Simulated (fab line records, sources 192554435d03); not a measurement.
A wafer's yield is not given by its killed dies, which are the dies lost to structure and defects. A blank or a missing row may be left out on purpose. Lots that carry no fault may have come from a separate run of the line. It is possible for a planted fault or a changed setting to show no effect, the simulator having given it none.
Problem report in the 8D (eight disciplines) form, filled by code / flow n5 finfet / the parts of the form that need people (team, actions taken, sign-off) are left out

## 1. WHAT WENT WRONG
Mean M13_ILD_THK at N5_BEOL_M13_THK_MEAS_01: 663 nm over 4 wafers in 2 lots; fault-free wafers: 835 nm, standard deviation 9.9. That puts it -17 standard deviations away from the usual mean.
First seen on wafer L443.2, day 14 23:00, on film metro-01. Wafers with a number at this step in the record: 18, from 6 lots. The rule behind "out" and "out of limits": a value lying over 4 standard deviations away from the usual mean. All remaining wafers that have a number are taken as sound.

## 2. WHAT IT IS, WHAT IT ISN'T
question=which readings at this step | is=M13_ILD_THK | is not=-
question=which lots | is=L443, L444 | is not=L433, L434, L448, L450
question=which wafers of those lots | is=L443.2, L443.5, L444.1, L444.4 | is not=L443.3, L444.5
question=read on which gauges | is=film metro-01, film metro-02 | is not=-
question=when | is=from day 14 23:00 | is not=up to then (7 sound wafers); but 7 sound wafers of L444, L448, L450 came after

## 3. SUSPECTS, AND WHAT RULES EACH OUT
Counting: a tool at a process step up to the reading stays a suspect if it ran every lot that is out. Sound lots after the first of them don't rule it out here, since some wafers of a struck lot are sound.
- ruled out: the gauge at N5_BEOL_M13_THK_MEAS_01. 2 gauges (film metro-01, film metro-02) read the wafers that are out.
- pvd sputter-02 at N5_BEOL_M12_SPUTTER_44 (material Ta, target thk 10 nm, time 16.13 s): kept. It ran every lot that is out, first L443 (day 14 20:38).
- pvd sputter-02 at N5_BEOL_M12_SPUTTER_45 (material Cu, target thk 80 nm, time 13.33 s): kept. It ran every lot that is out, first L443 (day 14 20:43).
- pecvd-03 at N5_BEOL_M13_ILD_DEP_00 (deposits SiOC from DEMS/O2, target thk 837.92 nm, time 166.4 s): kept. It ran every lot that is out, first L443 (day 14 22:51); its last sound lot up to then is L433 (day 11 12:58).
- At N5_BEOL_M13_ILD_DEP_00 on pecvd-03, chamber 0 took the sound wafers of the same lots and chamber 2 took the wafers that are out.
The count leaves pvd sputter-02 at N5_BEOL_M12_SPUTTER_44, pvd sputter-02 at N5_BEOL_M12_SPUTTER_45, and pecvd-03 at N5_BEOL_M13_ILD_DEP_00.

## 4. THE CAUSE (what the simulator had put in)
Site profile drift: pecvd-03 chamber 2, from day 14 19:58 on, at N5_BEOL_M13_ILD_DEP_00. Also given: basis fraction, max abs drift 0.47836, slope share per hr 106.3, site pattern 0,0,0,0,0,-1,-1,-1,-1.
Counting leaves 3 suspects; this tool is one of them.

## 5. THE EFFECT CHAIN, in route order
Each row: a reading where the mean over the struck wafers with a number is more than 3 standard deviations away from the usual. Only readings for which the record gives a usual standard deviation are gone through. hours: the time from each lot's start at the first step in this table that gives one to its start at this step, as a median over the lots. sigmas: the change in usual standard deviations.
hours=0; step=N5_BEOL_M13_THK_MEAS_01; reading=M13_ILD_THK; usual=835 nm; on struck wafers=663; change=-172; sigmas=-17
hours=3; step=N5_BEOL_M13_OCD_MEAS_35; reading=trench depth nm; usual=414 nm; on struck wafers=182; change=-232; sigmas=-50
Readings that are blank on the struck wafers while sound wafers have them: M13_THK at N5_BEOL_M13_THK_MEAS_50; M13_RS at N5_BEOL_M13_RS_MEAS_54.
Later measuring or inspecting steps at which every struck wafer that the step has a row for has a number for every such reading, and none has moved that far: N5_BEOL_M13_CD_MEAS_10, N5_BEOL_M13_OVL_MEAS_11, N5_BEOL_M13_INSPECT_12, N5_BEOL_M13_CD_MEAS_17.

## 6. WHAT WOULD HAVE CAUGHT IT SOONER
3 hours passed between the start of the fault at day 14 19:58 and the first reading out of limits at a measuring or inspecting step in this record, taken at day 14 23:00.
Of the tool readings at N5_BEOL_M13_ILD_DEP_00 for which the record gives a usual standard deviation, none was out on any struck wafer, so an alarm limit of 4 standard deviations on them would not have fired.
Of the lots that are out (2), L444 began N5_BEOL_M13_ILD_DEP_00 on pecvd-03 after day 14 23:00. Had the tool been put on hold then, it would have been spared.
